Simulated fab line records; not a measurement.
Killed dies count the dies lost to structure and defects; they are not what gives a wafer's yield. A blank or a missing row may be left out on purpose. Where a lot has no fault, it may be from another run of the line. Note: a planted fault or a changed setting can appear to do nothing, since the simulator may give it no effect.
Split-lot study + flow n5-finfet + route with 1938 steps; 7 lots, 21 wafers read

SPLIT DETAILS
At N5_WELL_APT_COAT_02 (resist thk 950 nm), the setting spin-rpm was moved away from the recipe's 1357 rpm on 7 of the 21 wafers read, by -8.2% to +5.1%. This setting was run at the recipe's value on the other wafers.

The reading comes from the split's own step.

THE READING
coat_of_WELL_APT_COAT_02.thk-nm (the simulator's own value, which no gauge read), in nm, at N5_WELL_APT_COAT_02 (resist thk 950 nm). No usual value for it is given in the file. Average 950.0 nm, standard deviation 3.3 nm, over the 14 wafers here run with the recipe.

| wafer  | tool, chamber at the split | spin-rpm as run, rpm | against the recipe | coat_of_WELL_APT_COAT_02.thk-nm, nm | against lot-mates on the recipe |
|--------|----------------------------|----------------------|--------------------|-------------------------------------|---------------------------------|
| L075.1 | litho-track-04, 0          | 1246                 | -8.2%              | 987.7                               | +39.3                           |
| L075.2 | litho-track-04, 0          | 1246                 | -8.2%              | 990.5                               | +42.1                           |
| L075.5 | litho-track-04, 0          | 1357                 | recipe             | 948.4                               | -                               |
| L080.2 | litho-track-04, 0          | 1254                 | -7.6%              | 990.1                               | +40.4                           |
| L080.5 | litho-track-04, 0          | 1357                 | recipe             | 951.8                               | -                               |
| L080.6 | litho-track-04, 0          | 1357                 | recipe             | 947.6                               | -                               |
| L081.1 | litho-track-02, 0          | 1302                 | -4.1%              | 964.4                               | +20.1                           |
| L081.3 | litho-track-02, 0          | 1302                 | -4.1%              | 966.2                               | +21.9                           |
| L081.5 | litho-track-02, 0          | 1357                 | recipe             | 944.3                               | -                               |
| L084.1 | litho-track-04, 0          | 1357                 | recipe             | 947                                 | -                               |
| L084.2 | litho-track-04, 0          | 1426                 | +5.1%              | 924.8                               | -20.8                           |
| L084.3 | litho-track-04, 0          | 1357                 | recipe             | 944.2                               | -                               |
| L088.2 | litho-track-02, 0          | 1357                 | recipe             | 953.8                               | -                               |
| L088.3 | litho-track-02, 0          | 1357                 | recipe             | 955.2                               | -                               |
| L088.5 | litho-track-02, 0          | 1357                 | recipe             | 953.6                               | -                               |
| L092.1 | litho-track-03, 0          | 1357                 | recipe             | 950.2                               | -                               |
| L092.4 | litho-track-03, 0          | 1357                 | recipe             | 951.3                               | -                               |
| L092.5 | litho-track-03, 0          | 1357                 | recipe             | 949.4                               | -                               |
| L096.1 | litho-track-04, 0          | 1357                 | recipe             | 952.6                               | -                               |
| L096.2 | litho-track-04, 0          | 1357                 | recipe             | 950                                 | -                               |
| L096.3 | litho-track-04, 0          | 1422                 | +4.8%              | 929.9                               | -21.4                           |

FIT RESULTS
A straight line over all 21 wafers: coat_of_WELL_APT_COAT_02.thk-nm changes by -4.74 nm for each +1% of spin-rpm; r = -0.98; the points scatter about the line by 3.3 nm.
The same after taking each lot's own level away (the mean of its wafers on the recipe; 21 wafers): -4.9 nm for each +1%; r = -1.00; scatter 1.7 nm.
According to that fit, moving spin-rpm by its largest amount changes the reading by 40 nm.
The span of the lots' own levels, 944.30 to 954.20 nm, comes to 3.0 times the standard deviation stated above.
Consequently the slope shifts little with the lot-to-lot level, the two slopes agreeing.
Check: with one of the wafers moved furthest among these (-8.2%) left out of the fit, the line predicts +41.1 nm for it against its lot-mates. It came out at +39.3 nm against them.

FILE'S OWN FIT
coat_of_WELL_APT_COAT_02.thk-nm changes by -4.92 nm for each +1% of spin-rpm, r = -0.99.
